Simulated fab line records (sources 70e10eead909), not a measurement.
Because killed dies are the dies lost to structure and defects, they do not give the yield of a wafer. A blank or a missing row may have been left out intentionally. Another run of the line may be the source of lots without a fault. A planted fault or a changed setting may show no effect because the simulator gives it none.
fab line records    flow nand_harc
[record] lots = 7  wafers = 21  last_day = 24
route steps=1159 shown P_GATE@206 P_CONTACT@217 END@1159
lots that met no fault: from a run of the same line without faults
start_h: hours from the record's opening day to when the first of the lot's shown wafers began    wait_h: time in hours since the lot's previous step    " same as the row above    L1.1+2: one row covering several wafers at once    - value missing, or start not given    * or withheld: withheld    < > ~ a bound
route shown NAME@n: NAME is a module with steps in the file, n the number in the route of the first one    usual: average and standard deviation across the fault-free wafers    same: alike in all rows    chamber/n: place in a boat    sites: the reading at each site    _std_site: standard deviation across them    _edge_site: the outer-site mean with the inner-site mean subtracted    radius_mm: how far each site lies from the wafer's centre    mask NAME#n: copy n    behind: the last tool/chamber to shape the wafer    hold: reason for holding the lot/hours on hold/outcome of the hold    device: whichever transistor did not switch (one of n, p or np)    end of line: tests of these same wafers at the route's end    a step given without rows: its recipe and nothing more    killed: dies that structure and defects cost at the first sort, which is not the same as the wafer's yield    map: per-die view of a wafer (x killed, . not killed, _ where there is no die)
set.NAME: the setting as run; set.NAME@STEP: as run at that earlier step    model.NAME: the simulator's own value behind a step, which no gauge read
a table for each step, a row for each wafer; lots at some steps of the route
services: the hour from which a tool's chamber was out of use, counted from the record's first day as start_h (under 0 if before that day), plus the number of hours and why
[[steps]]
[step NHARC_P_GATE_STRIP_96]
[recipe] time_s = 900  temp_c = 130  chemistry = SPM
[step NHARC_P_GATE_RTA_64]
[recipe] temp_c = 1050  time_s = 1
[usual] lamp_power_pct = 36/5.1  lamp_zone_4_pct = 36/5.1  lamp_zone_6_pct = 36/5.1  wafer_temp_C_max = 1053.8/0.97
[same] time_s = 1
lot.wafer  tool           chamber  start_h  wait_h  lamp_power_pct  lamp_zone_4_pct  lamp_zone_6_pct  wafer_temp_C_max
L304.1     rtp_anneal-02  0        123.17   -       41              41               41               1052.1
L304.3     "              0        "        "       41              41               41               1053.4
L304.6     "              0        "        "       41              41               41               1052.6
L311.3     rtp_anneal-02  0        170.48   -       41              41               41               1051.8
L311.4     "              0        "        "       41              41               41               1053.2
L311.5     "              0        "        "       41              41               41               1051.9
L312.2     rtp_anneal-01  0        171.22   -       31              31               31               1053.0
L312.4     "              0        "        "       31              31               31               1054.8
L312.5     "              0        "        "       31              31               31               1053.9
L313.2     rtp_anneal-01  0        186.23   -       31              31               31               1054.3
L313.3     "              0        "        "       31              31               31               1054.4
L313.5     "              0        "        "       31              31               31               1054.8
L317.2     rtp_anneal-01  0        203.12   -       31              31               31               1053.4
L317.4     "              0        "        "       31              31               31               1054.6
L317.5     "              0        "        "       31              31               31               1054.1
L319.2     rtp_anneal-02  0        218.66   -       41              41               41               1053.3
L319.4     "              0        "        "       41              41               41               1052.8
L319.5     "              0        "        "       41              41               41               1053.2
L321.2     rtp_anneal-01  0        228.54   -       31              31               31               1054.7
L321.4     "              0        "        "       31              31               31               1055.0
L321.6     "              0        "        "       31              31               31               1056.0
[step NHARC_P_GATE_ETCH_77]
[recipe] target_depth_a = 60  chemistry = dHF  material = SiO2
[step NHARC_P_GATE_DEGAS_109]
[recipe] temp_c = 300  time_s = 60
[usual] heater_power_w = 472/44
[same] time_s = 60
lot.wafer  tool            chamber  start_h  wait_h  heater_power_w
L304.3     pvd_sputter-02  -        123.48   0.1     431
L304.1     "               -        "        "       490
L304.6     "               -        "        "       433
L311.3     pvd_sputter-03  -        170.74   0.1     468
L311.4     "               -        "        "       436
L311.5     "               -        "        "       454
L312.2     pvd_sputter-02  -        171.50   0.1     447
L312.4     "               -        "        "       483
L312.5     "               -        "        "       481
L313.3     pvd_sputter-01  -        186.53   0.1     440
L313.2     "               -        "        "       561
L313.5     "               -        "        "       441
L317.2     pvd_sputter-01  -        203.40   0.1     442
L317.4     "               -        "        "       550
L317.5     "               -        "        "       399
L319.2     pvd_sputter-03  -        218.96   0.1     447
L319.4     "               -        "        "       470
L319.5     "               -        "        "       441
L321.2     pvd_sputter-01  -        228.81   0.1     523
L321.4     "               -        "        "       554
L321.6     "               -        "        "       410
[step NHARC_P_GATE_PRE_CLEAN_110]
[recipe] time_s = 30  bias_v = 200  gas = Ar
[step NHARC_P_GATE_SPUTTER_78]
[recipe] target_thk_a = 100  material = Ni
[step NHARC_P_GATE_SPUTTER_79]
[recipe] target_thk_a = 100  material = TiN
[step NHARC_P_GATE_RTA_80]
[recipe] temp_c = 300  time_s = 30
[usual] lamp_power_pct = 2.2/0.3  lamp_zone_4_pct = 2.2/0.3  lamp_zone_6_pct = 2.13/0.3  wafer_temp_C_max = 301.00/0.28
[same] time_s = 30
lot.wafer  tool           chamber  start_h  wait_h  lamp_power_pct  lamp_zone_4_pct  lamp_zone_6_pct  wafer_temp_C_max
L304.1     rtp_anneal-02  0        123.87   -       2.4             2.4              2.41             300.63
L304.3     "              0        "        "       2.4             2.4              2.41             300.90
L304.6     "              0        "        "       2.4             2.4              2.40             300.64
L311.3     rtp_anneal-02  0        171.09   -       2.4             2.4              2.41             301.06
L311.4     "              0        "        "       2.4             2.4              2.41             300.95
L311.5     "              0        "        "       2.4             2.4              2.40             300.88
L312.2     rtp_anneal-01  0        171.83   -       1.8             1.8              1.81             301.36
L312.4     "              0        "        "       1.8             1.8              1.81             301.55
L312.5     "              0        "        "       1.8             1.8              1.81             301.12
L313.2     rtp_anneal-02  0        186.85   -       2.4             2.4              2.41             301.13
L313.3     "              0        "        "       2.4             2.4              2.41             300.75
L313.5     "              0        "        "       2.4             2.4              2.41             300.91
L317.2     rtp_anneal-02  0        203.72   -       2.4             2.4              2.41             300.97
L317.4     "              0        "        "       2.4             2.4              2.41             300.89
L317.5     "              0        "        "       2.4             2.4              2.41             301.14
L319.2     rtp_anneal-01  0        219.42   -       1.8             1.8              1.81             301.17
L319.4     "              0        "        "       1.8             1.8              1.81             301.24
L319.5     "              0        "        "       1.8             1.8              1.81             300.81
L321.2     rtp_anneal-01  0        229.50   -       1.8             1.8              1.81             300.86
L321.4     "              0        "        "       1.8             1.8              1.81             301.07
L321.6     "              0        "        "       1.8             1.8              1.81             301.23
[step NHARC_P_GATE_STRIP_67]
[recipe] time_s = 600  temp_c = 130  chemistry = SPM
[step NHARC_P_GATE_RTA_82]
[recipe] temp_c = 450  time_s = 30
[usual] lamp_power_pct = 4.2/0.59  lamp_zone_4_pct = 4.2/0.59  lamp_zone_6_pct = 4.2/0.59  wafer_temp_C_max = 451.6/0.37
[same] time_s = 30
lot.wafer  tool           chamber  start_h  wait_h  lamp_power_pct  lamp_zone_4_pct  lamp_zone_6_pct  wafer_temp_C_max
L304.1     rtp_anneal-02  0        124.33   -       4.8             4.8              4.7              451.4
L304.3     "              0        "        "       4.8             4.8              4.7              451.1
L304.6     "              0        "        "       4.8             4.8              4.7              451.0
L311.3     rtp_anneal-02  0        171.55   -       4.8             4.8              4.7              451.5
L311.4     "              0        "        "       4.8             4.8              4.7              451.7
L311.5     "              0        "        "       4.8             4.8              4.7              451.9
L312.2     rtp_anneal-02  0        172.30   -       4.8             4.8              4.7              450.8
L312.4     "              0        "        "       4.8             4.8              4.7              451.1
L312.5     "              0        "        "       4.8             4.8              4.7              451.9
L313.2     rtp_anneal-02  0        187.32   -       4.8             4.8              4.7              451.2
L313.3     "              0        "        "       4.8             4.8              4.7              451.1
L313.5     "              0        "        "       4.8             4.8              4.7              451.4
L317.2     rtp_anneal-01  0        204.18   -       3.6             3.6              3.6              451.6
L317.4     "              0        "        "       3.6             3.6              3.6              451.8
L317.5     "              0        "        "       3.6             3.6              3.6              451.8
L319.2     rtp_anneal-02  0        219.88   -       4.8             4.8              4.7              451.6
L319.4     "              0        "        "       4.8             4.8              4.7              451.8
L319.5     "              0        "        "       4.8             4.8              4.7              451.5
L321.2     rtp_anneal-01  0        229.99   -       3.6             3.6              3.6              451.8
L321.4     "              0        "        "       3.6             3.6              3.6              451.4
L321.6     "              0        "        "       3.6             3.6              3.6              451.6
[step NHARC_P_GATE_INSPECT_68]
[usual] raw_defect_count = 218/100
lot.wafer  tool               chamber  start_h  wait_h  raw_defect_count
L304.1     defect_inspect-02  -        124.53   0.2     272
L304.3     "                  -        "        "       127
L304.6     "                  -        "        "       129
L311.3     defect_inspect-02  -        171.69   0.1     156
L311.4     "                  -        "        "       165
L311.5     "                  -        "        "       106
L312.2     defect_inspect-02  -        172.47   0.1     256
L312.4     "                  -        "        "       213
L312.5     "                  -        "        "       297
L313.2     defect_inspect-01  -        187.49   0.1     454
L313.3     "                  -        "        "       302
L313.5     "                  -        "        "       213
L317.2     defect_inspect-02  -        204.35   0.1     117
L317.4     "                  -        "        "       253
L317.5     "                  -        "        "       169
L319.2     defect_inspect-01  -        220.05   0.1     147
L319.4     "                  -        "        "       169
L319.5     "                  -        "        "       232
L321.2     defect_inspect-01  -        230.16   0.1     198
L321.4     "                  -        "        "       228
L321.6     "                  -        "        "       197
[step NHARC_P_CONTACT_DEP_30]
[recipe] target_thk_a = 300  temp_c = 400  target_thk_nm = 30  flow_sccm = 200  rf_w = 450  material = SiNx
[step NHARC_P_CONTACT_DEP_00]
[recipe] target_thk_a = 5000  temp_c = 400  pressure_torr = 6.5  rf_w = 900  teos_flow_sccm = 161.4  flow_sccm = 2650  target_thk_nm = 500  gas = O2  material = SiO2
[usual] chamber_pressure_Torr = 6.501/0.013  flow_sccm = 2650/7.8  heater_power_w = 544/65  mfc_precursor_sccm = 161.4/0.47  throttle_valve_pct = 16.2/0.59
lot.wafer  tool      chamber  start_h  wait_h  chamber_pressure_Torr  flow_sccm  heater_power_w  mfc_precursor_sccm  throttle_valve_pct
L304.3     pecvd-04  1        124.83   -       6.504                  2640       489             161.0               16.1
L304.1     "         2        "        "       6.526                  2639       429             161.1               16.2
L304.6     "         1        "        "       6.513                  2646       543             161.3               16.1
L311.3     pecvd-03  1        172.03   -       -                      -          -               -                   -
L311.5     "         1        "        "       -                      -          -               -                   -
L311.4     "         2        "        "       -                      -          -               -                   -
L312.2     pecvd-04  0        172.81   -       -                      -          -               -                   -
L312.4     "         2        "        "       -                      -          -               -                   -
L312.5     "         0        "        "       -                      -          -               -                   -
L313.2     pecvd-03  1        187.78   -       -                      -          -               -                   -
L313.3     "         0        "        "       -                      -          -               -                   -
L313.5     "         1        "        "       -                      -          -               -                   -
L317.2     pecvd-03  1        204.73   -       6.489                  2660       635             162.1               16.4
L317.5     "         2        "        "       6.515                  2641       596             162.1               16.0
L317.4     "         1        "        "       6.493                  2661       505             161.8               16.5
L319.2     pecvd-03  2        220.45   -       6.512                  2652       585             160.9               16.2
L319.5     "         0        "        "       6.490                  2640       573             161.1               15.7
L319.4     "         2        "        "       6.517                  2659       593             161.2               16.3
L321.2     pecvd-04  2        230.55   -       6.517                  2648       413             161.7               16.1
L321.6     "         0        "        "       6.501                  2653       631             161.3               15.6
L321.4     "         1        "        "       6.502                  2651       536             161.1               16.2
[step NHARC_P_CONTACT_CMP_01]
[recipe] target_thk_nm = 200  material = SiO2
[usual] motor_current_A = 12.1/1.3
lot.wafer  tool    chamber  start_h  wait_h  motor_current_A
L304.3     cmp-01  3        125.31   -       10.0
L304.1     "       2        "        "       12.0
L304.6     "       3        "        "       9.9
L311.3     cmp-01  0        172.47   -       12.9
L311.4     "       3        "        "       10.3
L311.5     "       1        "        "       11.3
L312.4     cmp-04  0        173.30   -       10.7
L312.2     "       1        "        "       11.1
L312.5     "       2        "        "       13.3
L313.3     cmp-04  1        188.29   -       11.3
L313.2     "       3        "        "       13.6
L313.5     "       1        "        "       10.7
L317.4     cmp-01  3        205.12   -       10.2
L317.2     "       1        "        "       11.3
L317.5     "       0        "        "       12.2
L319.2     cmp-01  0        220.87   -       11.9
L319.4     "       1        "        "       11.8
L319.5     "       0        "        "       12.8
L321.4     cmp-03  3        230.94   -       11.8
L321.2     "       2        "        "       14.1
L321.6     "       0        "        "       14.4
[step NHARC_END_SORT_01]
[recipe] temp_c = 25
[usual] killed_at_array = 26/9  killed_at_other = 0.8/1.2  killed_at_periphery = 3.2/2.3  killed_dies = 30/9.1  killed_open = 3.5/2  killed_short = 1.8/1.4
[same] gross_dies = 677
lot.wafer  tool       chamber  start_h  wait_h  killed_at_array  killed_at_other  killed_at_periphery  killed_dies  killed_open  killed_short
L312.2     prober-02  0        492.17   2.8     23               0                654                  677          4            0
L312.4     prober-02  0        493.77   3.4     27               0                650                  677          2            2
L312.5     prober-02  0        494.58   3.7     25               1                651                  677          0            0
L311.3     prober-01  0        492.90   3.1     21               1                655                  677          3            4
L311.4     prober-01  0        493.71   3.4     25               1                651                  677          5            1
L311.5     prober-01  0        494.51   3.7     20               0                657                  677          3            2
L313.2     prober-02  0        514.88   2.8     27               0                650                  677          4            2
L313.3     prober-02  0        515.69   3.1     19               2                656                  677          2            2
L313.5     prober-02  0        517.31   3.7     23               0                654                  677          3            1
// killed by level:class
L312.2 P_CONTACT:area_dep=653 A_CHANNEL_HOLE_D1:chamber_film_flake=14 A_CHANNEL_FILL_D1:chamber_film_flake=3 A_SOURCE_PLATE:geometric_particle:open=1 A_ONON_D1:geometric_particle:open=1 A_SGD_CUT:geometric_particle:open=1 A_CONTACT:geometric_particle:open=1 P_ZERO_WELL:chamber_film_flake=1
L311.3 P_CONTACT:area_dep=653 A_SLIT:chamber_film_flake=7 A_CONTACT:chamber_film_flake=4 A_CHANNEL_HOLE_D1:chamber_film_flake=3 A_ONON_D1:geometric_particle:short=2 A_STAIRCASE:chamber_film_flake=2 P_GATE:geometric_particle:short=1 P_M1:geometric_particle:open=1
L311.4 P_CONTACT:area_dep=650 A_SLIT:chamber_film_flake=9 A_CHANNEL_HOLE_D1:chamber_film_flake=5 A_CHANNEL_FILL_D1:chamber_film_flake=3 A_CONTACT:chamber_film_flake=3 A_CONTACT:geometric_particle:open=2 P_M0:geometric_particle:open=1 A_BLC:geometric_particle:open=1
L312.4 P_CONTACT:area_dep=647 A_CHANNEL_HOLE_D1:chamber_film_flake=14 A_CONTACT:chamber_film_flake=6 A_STAIRCASE:chamber_film_flake=2 P_M1:geometric_particle:short=1 P_M2:geometric_particle:open=1 A_SOURCE_PLATE:geometric_particle:open=1 A_ONON_D1:geometric_particle:short=1
L311.5 P_CONTACT:area_dep=654 A_SLIT:chamber_film_flake=8 A_CONTACT:chamber_film_flake=4 A_CHANNEL_HOLE_D1:chamber_film_flake=3 P_GATE:geometric_particle:open=1 P_CONTACT:geometric_particle:open=1 P_M0:geometric_particle:open=1 A_CHANNEL_HOLE_D1:geometric_particle:short=1
L312.5 P_CONTACT:area_dep=650 A_CHANNEL_HOLE_D1:chamber_film_flake=18 A_CONTACT:chamber_film_flake=4 A_STAIRCASE:chamber_film_flake=2 P_ZERO_WELL:chamber_film_flake=1 A_ZERO_WELL:chamber_film_flake=1 THIN_TSV:chamber_film_flake=1
L313.2 P_CONTACT:area_dep=648 A_SLIT:chamber_film_flake=12 A_CHANNEL_HOLE_D1:chamber_film_flake=5 A_CONTACT:chamber_film_flake=5 A_CHANNEL_FILL_D1:geometric_particle:open=2 P_M1:geometric_particle:open=1 P_M2:geometric_particle:short=1 A_CHANNEL_FILL_D1:geometric_particle:short=1
L313.3 P_CONTACT:area_dep=655 A_SLIT:chamber_film_flake=7 A_CONTACT:chamber_film_flake=5 A_CHANNEL_HOLE_D1:chamber_film_flake=4 THIN_TSV:chamber_film_flake=2 P_M0:geometric_particle:open=1 A_ONON_D1:geometric_particle:open=1 A_SGD_CUT:geometric_particle:short=1
L313.5 P_CONTACT:area_dep=650 A_SLIT:chamber_film_flake=5 A_CONTACT:chamber_film_flake=5 A_CONTACT:geometric_particle:open=3 A_CHANNEL_HOLE_D1:chamber_film_flake=3 A_STAIRCASE:chamber_film_flake=3 P_M1:chamber_film_flake=2 P_BONDPAD:chamber_film_flake=2
// map L311.3 (x killed, . not)
____________x____________
_________xxxxxxx_________
_______xxxxxxxxxxx_______
______xxxxxxxxxxxxx______
_____xxxxxxxxxxxxxxx_____
____xxxxxxxxxxxxxxxxx____
____xxxxxxxxxxxxxxxxx____
___xxxxxxxxxxxxxxxxxxx___
___xxxxxxxxxxxxxxxxxxx___
__xxxxxxxxxxxxxxxxxxxxx__
__xxxxxxxxxxxxxxxxxxxxx__
_xxxxxxxxxxxxxxxxxxxxxxx_
_xxxxxxxxxxxxxxxxxxxxxxx_
_xxxxxxxxxxxxxxxxxxxxxxx_
_xxxxxxxxxxxxxxxxxxxxxxx_
_xxxxxxxxxxxxxxxxxxxxxxx_
xxxxxxxxxxxxxxxxxxxxxxxxx
xxxxxxxxxxxxxxxxxxxxxxxxx
xxxxxxxxxxxxxxxxxxxxxxxxx
xxxxxxxxxxxxxxxxxxxxxxxxx
xxxxxxxxxxxxxxxxxxxxxxxxx
_xxxxxxxxxxxxxxxxxxxxxxx_
_xxxxxxxxxxxxxxxxxxxxxxx_
_xxxxxxxxxxxxxxxxxxxxxxx_
_xxxxxxxxxxxxxxxxxxxxxxx_
_xxxxxxxxxxxxxxxxxxxxxxx_
__xxxxxxxxxxxxxxxxxxxxx__
__xxxxxxxxxxxxxxxxxxxxx__
___xxxxxxxxxxxxxxxxxxx___
___xxxxxxxxxxxxxxxxxxx___
____xxxxxxxxxxxxxxxxx____
____xxxxxxxxxxxxxxxxx____
_____xxxxxxxxxxxxxxx_____
______xxxxxxxxxxxxx______
_______xxxxxxxxxxx_______
_________xxxxxxx_________
____________x____________
// map L312.2 (x killed, . not)
____________x____________
_________xxxxxxx_________
_______xxxxxxxxxxx_______
______xxxxxxxxxxxxx______
_____xxxxxxxxxxxxxxx_____
____xxxxxxxxxxxxxxxxx____
____xxxxxxxxxxxxxxxxx____
___xxxxxxxxxxxxxxxxxxx___
___xxxxxxxxxxxxxxxxxxx___
__xxxxxxxxxxxxxxxxxxxxx__
__xxxxxxxxxxxxxxxxxxxxx__
_xxxxxxxxxxxxxxxxxxxxxxx_
_xxxxxxxxxxxxxxxxxxxxxxx_
_xxxxxxxxxxxxxxxxxxxxxxx_
_xxxxxxxxxxxxxxxxxxxxxxx_
_xxxxxxxxxxxxxxxxxxxxxxx_
xxxxxxxxxxxxxxxxxxxxxxxxx
xxxxxxxxxxxxxxxxxxxxxxxxx
xxxxxxxxxxxxxxxxxxxxxxxxx
xxxxxxxxxxxxxxxxxxxxxxxxx
xxxxxxxxxxxxxxxxxxxxxxxxx
_xxxxxxxxxxxxxxxxxxxxxxx_
_xxxxxxxxxxxxxxxxxxxxxxx_
_xxxxxxxxxxxxxxxxxxxxxxx_
_xxxxxxxxxxxxxxxxxxxxxxx_
_xxxxxxxxxxxxxxxxxxxxxxx_
__xxxxxxxxxxxxxxxxxxxxx__
__xxxxxxxxxxxxxxxxxxxxx__
___xxxxxxxxxxxxxxxxxxx___
___xxxxxxxxxxxxxxxxxxx___
____xxxxxxxxxxxxxxxxx____
____xxxxxxxxxxxxxxxxx____
_____xxxxxxxxxxxxxxx_____
______xxxxxxxxxxxxx______
_______xxxxxxxxxxx_______
_________xxxxxxx_________
____________x____________
[[services]]
tool            chamber  start_h  hours  kind
cmp-04          -        106.22   4.0    pm
pvd_sputter-03  -        106.96   10.0   pm
cmp-03          -        109.93   0.5    repair
rtp_anneal-02   -        110.63   6.4    repair
pecvd-03        -        111.00   13.0   pm
cmp-03          -        114.73   1.0    repair
cmp-03          -        116.85   0.2    repair
cmp-03          -        118.13   2.9    repair
cmp-01          -        119.63   1.4    repair
cmp-03          -        130.44   1.3    repair
cmp-03          -        156.00   4.0    pm
cmp-01          -        157.01   2.3    repair
pvd_sputter-01  -        160.94   10.0   pm
pecvd-03        -        161.67   3.3    repair
cmp-03          -        166.17   2.2    repair
cmp-01          -        179.50   4.0    pm
pecvd-04        -        179.92   1.1    repair
cmp-01          -        183.73   2.0    repair
cmp-03          -        185.71   1.2    repair
pecvd-04        -        195.32   13.0   pm
cmp-04          -        204.22   4.0    pm
cmp-03          -        204.97   0.7    repair
pvd_sputter-02  -        214.00   10.0   pm
cmp-03          -        227.82   1.3    repair
[[key]]
[first_sign] step = NHARC_P_CONTACT_DEP_00  reading = tool_record  direction = missing
[effect] step = NHARC_END_SORT_01  reading = killed_at_periphery  direction = up  sigmas = 99+  usual = 3.2  struck = 653.1
[more_kills_born_at] NHARC_P_CONTACT_DEP_00@pecvd-03 = 3910  NHARC_P_CONTACT_DEP_00@pecvd-04 = 1950
met_at NHARC_P_CONTACT_DEP_00
struck_wafers L311.3,L311.4,L311.5,L312.2,L312.4,L312.5,L313.2,L313.3,L313.5
later_rows_left_out L311.3,L311.4,L311.5,L312.2,L312.4,L312.5,L313.2,L313.3,L313.5
tester_left_out L311,L312,L313
onset_between 124.83 172.03
[fault] kind = skipped_step_whole  tool = pecvd-03,pecvd-04  chamber = -  onset_h = 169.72  steps = NHARC_P_CONTACT_DEP_00  scope = struck_lots_only
// tester_left_out: of these lots the tester's yield and bins aren't shown, on N5 and GAA mostly nor the transistor test; their killed dies are dies lost to structure and defects alone, not to doping, threshold or leakage, so they don't give the yield
// later_rows_left_out: the simulator's readings of these wafers behind a module that went badly wrong aren't trusted and aren't shown, but for the sort
